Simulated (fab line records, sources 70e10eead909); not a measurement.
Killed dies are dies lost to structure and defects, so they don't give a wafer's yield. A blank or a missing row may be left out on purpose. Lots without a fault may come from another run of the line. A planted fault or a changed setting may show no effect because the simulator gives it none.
Chamber matching | flow nand_harc | NHARC_A_CONTACT_ETCH_106 on rie_diel-04: 4 sister chambers
The step etches the open film in CF4/O2, target depth 90 nm, overetch 9 nm, time 49.5 s. 18 wafers are shown with their chamber, then 9 later ones without.

WAFERS WITH THEIR CHAMBER
wafer  | chamber | showerhead_plenum_p_Torr (Torr) | drypump_motor_current_A (A) | rf_vpp_V (V)
L437.1 | 1       | 1.44                            | 6.6                         | 200.6
L437.2 | 2       | 1.28                            | 6.4                         | 197.1
L437.4 | 0       | 1.29                            | 5.8                         | 196.8
L440.1 | 3       | 1.34                            | 6.4                         | 198.1
L440.2 | 1       | 1.44                            | 6.6                         | 200.0
L440.4 | 1       | 1.44                            | 6.6                         | 200.6
L441.2 | 0       | 1.29                            | 5.8                         | 197.9
L441.4 | 1       | 1.44                            | 6.6                         | 200.4
L441.5 | 3       | 1.34                            | 6.4                         | 198.6
L443.2 | 3       | 1.34                            | 6.4                         | 196.6
L443.3 | 1       | 1.44                            | 6.6                         | 198.8
L443.5 | 2       | 1.28                            | 6.3                         | 195.8
L444.4 | 1       | 1.44                            | 6.6                         | 199.7
L444.5 | 1       | 1.44                            | 6.6                         | 201.2
L444.6 | 2       | 1.28                            | 6.4                         | 195.7
L450.4 | 3       | 1.34                            | 6.4                         | 197.3
L450.5 | 3       | 1.34                            | 6.4                         | 197.6
L450.6 | 0       | 1.28                            | 5.8                         | 196.9

SIGNATURES (means of the wafers above)
reading                  | chamber 0 | chamber 1 | chamber 2 | chamber 3 | scatter within a chamber
showerhead_plenum_p_Torr | 1.2867    | 1.4400    | 1.2800    | 1.3400    | 0.00218
drypump_motor_current_A  | 5.800     | 6.600     | 6.367     | 6.400     | 0.0218
rf_vpp_V                 | 197.200   | 200.186   | 196.200   | 197.640   | 0.751
Rule: a wafer's distance from a chamber is the root of the sum, over the readings, of the square of ((its reading less the chamber's mean) divided by the reading's scatter). The wafer belongs to the nearest chamber; if the next one is less than 2 further off, it can't be placed. The scatter: the root of (the sum of the squares of (reading less its chamber's mean) over the shown wafers, divided by (wafers less chambers)).

WAFERS WITHOUT THEIR CHAMBER
wafer  | showerhead_plenum_p_Torr (Torr) | drypump_motor_current_A (A) | rf_vpp_V (V)
L449.1 | 1.34                            | 6.4                         | 197.3
L449.3 | 1.43                            | 6.6                         | 199.4
L449.4 | 1.28                            | 5.8                         | 196.8
L452.1 | 1.34                            | 6.4                         | 197.6
L452.2 | 1.28                            | 6.3                         | 196.2
L452.4 | 1.43                            | 6.6                         | 198.9
L454.2 | 1.28                            | 5.8                         | 196.7
L454.3 | 1.34                            | 6.5                         | 196.4
L454.6 | 1.43                            | 6.6                         | 198.8

WHICH CHAMBER EACH WENT THROUGH
wafer  | from the rows above | in truth
L449.1 | 3                   | 3
L449.3 | 1                   | 1
L449.4 | 0                   | 0
L452.1 | 3                   | 3
L452.2 | 2                   | 2
L452.4 | 1                   | 1
L454.2 | 0                   | 0
L454.3 | 3                   | 3
L454.6 | 1                   | 1
Placed correctly: 9 of 9. Can't be placed from these rows: 0. Placed wrongly: 0.
